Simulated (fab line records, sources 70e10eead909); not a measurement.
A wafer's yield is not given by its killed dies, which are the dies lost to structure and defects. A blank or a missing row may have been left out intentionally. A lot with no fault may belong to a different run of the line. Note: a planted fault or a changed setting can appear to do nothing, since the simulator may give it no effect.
Matching of chambers | flow nand harc | rie diel-12 running NHARC_A_CONTACT_ETCH_92: 4 sister chambers
The step etches the open film in CH3F/O2, target depth 40 nm, time 85.7 s. 8 wafers are shown with their chamber, then 8 later ones without.

WAFERS WITH THEIR CHAMBER
wafer  | chamber | showerhead plenum p Torr (Torr) | drypump motor current A (A)
L075.5 | 0       | 2.54                            | 6.1
L082.1 | 2       | 2.31                            | 5.3
L087.4 | 2       | 2.31                            | 5.3
L087.5 | 3       | 2.52                            | 5.6
L088.2 | 3       | 2.51                            | 5.5
L088.3 | 1       | 2.62                            | 5.9
L088.6 | 0       | 2.53                            | 6.1
L093.1 | 1       | 2.62                            | 5.9

WAFERS WITH NO CHAMBER GIVEN
wafer  | showerhead plenum p Torr (Torr) | drypump motor current A (A)
L093.2 | 2.31                            | 5.3
L093.6 | 2.51                            | 5.5
L092.1 | 2.51                            | 5.6
L092.3 | 2.62                            | 5.9
L092.4 | 2.53                            | 6.1
L097.2 | 2.30                            | 5.4
L097.4 | 2.30                            | 5.3
L097.6 | 2.53                            | 6.1

WHICH CHAMBER EACH ONE RAN IN
wafer  | from the rows above | in truth
L093.2 | 2                   | 2
L093.6 | 3                   | 3
L092.1 | 3                   | 3
L092.3 | 1                   | 1
L092.4 | 0                   | 0
L097.2 | 2                   | 2
L097.4 | 2                   | 2
L097.6 | 0                   | 0
8 of 8 placed correctly. Not placeable from these rows: 0. 0 placed wrongly.
How it was worked out, from the rows above alone: a wafer's distance from a chamber is the root of the sum, over the readings, of the square of ((its reading less the chamber's mean) divided by the reading's scatter). If the next closest chamber is less than 2 further off than the closest, the wafer can't be placed; otherwise it belongs to the closest. For every chamber, the mean is computed from those of its wafers that are shown. The scatter is the square root of a quotient: the sum, over the shown wafers, of each reading's squared deviation from its chamber's mean, divided by wafers minus chambers.
